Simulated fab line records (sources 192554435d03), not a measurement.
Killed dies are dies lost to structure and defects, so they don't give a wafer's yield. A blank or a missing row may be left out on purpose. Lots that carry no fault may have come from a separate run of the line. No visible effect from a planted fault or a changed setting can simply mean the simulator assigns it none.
Chamber matching / flow n5-finfet / N5_MOL_CONTACT_COAG_ETCH_106 on rie-diel-05 has 4 sister chambers
The step etches SOC in N2/H2, target depth 80 nm, overetch 16 nm, time 120 s. 4 wafers are shown with their chamber, then 12 later ones without.

## WAFERS WITH THEIR CHAMBER
wafer=L087.5; chamber=0; drypump-motor-current-A (A)=5.8
wafer=L090.1; chamber=2; drypump-motor-current-A (A)=5.8
wafer=L090.2; chamber=1; drypump-motor-current-A (A)=5.9
wafer=L090.3; chamber=3; drypump-motor-current-A (A)=6.3

## WAFERS MISSING THEIR CHAMBER
wafer=L090.4; drypump-motor-current-A (A)=5.7
wafer=L090.5; drypump-motor-current-A (A)=5.9
wafer=L090.6; drypump-motor-current-A (A)=5.8
wafer=L091.1; drypump-motor-current-A (A)=5.8
wafer=L091.3; drypump-motor-current-A (A)=6.3
wafer=L091.6; drypump-motor-current-A (A)=5.7
wafer=L093.1; drypump-motor-current-A (A)=5.8
wafer=L093.4; drypump-motor-current-A (A)=5.9
wafer=L093.6; drypump-motor-current-A (A)=5.8
wafer=L096.3; drypump-motor-current-A (A)=6.3
wafer=L096.4; drypump-motor-current-A (A)=5.7
wafer=L096.6; drypump-motor-current-A (A)=5.8

## EACH ONE'S CHAMBER
wafer=L090.4; from the rows above=can't be placed: 0 or 2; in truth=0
wafer=L090.5; from the rows above=1; in truth=1
wafer=L090.6; from the rows above=can't be placed: 0 or 2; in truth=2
wafer=L091.1; from the rows above=can't be placed: 0 or 2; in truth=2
wafer=L091.3; from the rows above=3; in truth=3
wafer=L091.6; from the rows above=can't be placed: 0 or 2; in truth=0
wafer=L093.1; from the rows above=can't be placed: 0 or 2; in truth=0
wafer=L093.4; from the rows above=1; in truth=1
wafer=L093.6; from the rows above=can't be placed: 0 or 2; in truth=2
wafer=L096.3; from the rows above=3; in truth=3
wafer=L096.4; from the rows above=can't be placed: 0 or 2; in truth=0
wafer=L096.6; from the rows above=can't be placed: 0 or 2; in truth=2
4 of 12 placed correctly. Cannot be placed on the basis of these rows: 8; the candidates contain the true chamber in 8. 0 placed wrongly.
How it was worked out, from the rows above alone: a wafer's distance from a chamber is the root of the sum, over the readings, of the square of ((its reading less the chamber's mean) divided by the reading's scatter). If the next closest chamber is less than 2 further off than the closest, the wafer can't be placed; otherwise it belongs to the closest. A chamber's mean is the mean of its shown wafers. The scatter: with one shown wafer a chamber, the root of the mean of the squares of how far each hidden wafer lies from its nearest shown one.
